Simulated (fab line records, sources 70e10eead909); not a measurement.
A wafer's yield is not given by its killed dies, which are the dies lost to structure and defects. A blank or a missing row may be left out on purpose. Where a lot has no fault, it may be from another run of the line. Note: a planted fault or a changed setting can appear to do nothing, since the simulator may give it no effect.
Chamber matching :: flow nand harc :: NHARC_A_STAIRCASE_DEP_417 on pecvd-01 has 3 sister chambers
The step deposits Si3N4, target thk 60 nm. 18 wafers are shown with their chamber, then 9 later ones without.

## EACH WAFER AND ITS CHAMBER
wafer: L074.1
chamber: 2
heater power w (W): 759

wafer: L074.2
chamber: 0
heater power w (W): 765

wafer: L074.4
chamber: 2
heater power w (W): 770

wafer: L075.1
chamber: 0
heater power w (W): 767

wafer: L075.4
chamber: 0
heater power w (W): 758

wafer: L075.6
chamber: 2
heater power w (W): 760

wafer: L077.4
chamber: 2
heater power w (W): 802

wafer: L077.5
chamber: 1
heater power w (W): 822

wafer: L077.6
chamber: 0
heater power w (W): 760

wafer: L083.3
chamber: 2
heater power w (W): 740

wafer: L083.4
chamber: 0
heater power w (W): 794

wafer: L083.5
chamber: 2
heater power w (W): 781

wafer: L085.2
chamber: 0
heater power w (W): 766

wafer: L085.4
chamber: 1
heater power w (W): 704

wafer: L085.6
chamber: 1
heater power w (W): 696

wafer: L086.2
chamber: 1
heater power w (W): 837

wafer: L086.5
chamber: 0
heater power w (W): 723

wafer: L086.6
chamber: 1
heater power w (W): 846

SIGNATURES (means of the wafers above)
reading: heater power w
chamber 0: 761.86
chamber 1: 781.00
chamber 2: 768.67
scatter within a chamber: 42.5
Rule: a wafer lies at a distance from a chamber equal to the root of the sum of squares, over the readings, of (its reading less the chamber's mean, divided by the reading's scatter). The wafer belongs to the nearest chamber; if the next one is less than 2 further off, it can't be placed. The scatter: the root of (the sum of the squares of (reading less its chamber's mean) over the shown wafers, divided by (wafers less chambers)).

## WAFERS WITHOUT THEIR CHAMBER
wafer: L087.2
heater power w (W): 854

wafer: L087.5
heater power w (W): 691

wafer: L087.6
heater power w (W): 858

wafer: L093.3
heater power w (W): 830

wafer: L093.5
heater power w (W): 766

wafer: L093.6
heater power w (W): 802

wafer: L094.2
heater power w (W): 789

wafer: L094.3
heater power w (W): 837

wafer: L094.4
heater power w (W): 784

## EACH ONE'S CHAMBER
wafer: L087.2
from the rows above: can't be placed: 1 or 2 or 0
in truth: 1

wafer: L087.5
from the rows above: can't be placed: 0 or 2 or 1
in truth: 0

wafer: L087.6
from the rows above: can't be placed: 1 or 2 or 0
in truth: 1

wafer: L093.3
from the rows above: can't be placed: 1 or 2 or 0
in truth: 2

wafer: L093.5
from the rows above: can't be placed: 2 or 0 or 1
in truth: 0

wafer: L093.6
from the rows above: can't be placed: 1 or 2 or 0
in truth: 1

wafer: L094.2
from the rows above: can't be placed: 1 or 2 or 0
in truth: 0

wafer: L094.3
from the rows above: can't be placed: 1 or 2 or 0
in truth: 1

wafer: L094.4
from the rows above: can't be placed: 1 or 2 or 0
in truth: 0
Correct placement for 0 of the 9. Can't be placed from these rows: 9 (the true chamber is among the candidates in 9). 0 placed wrongly.
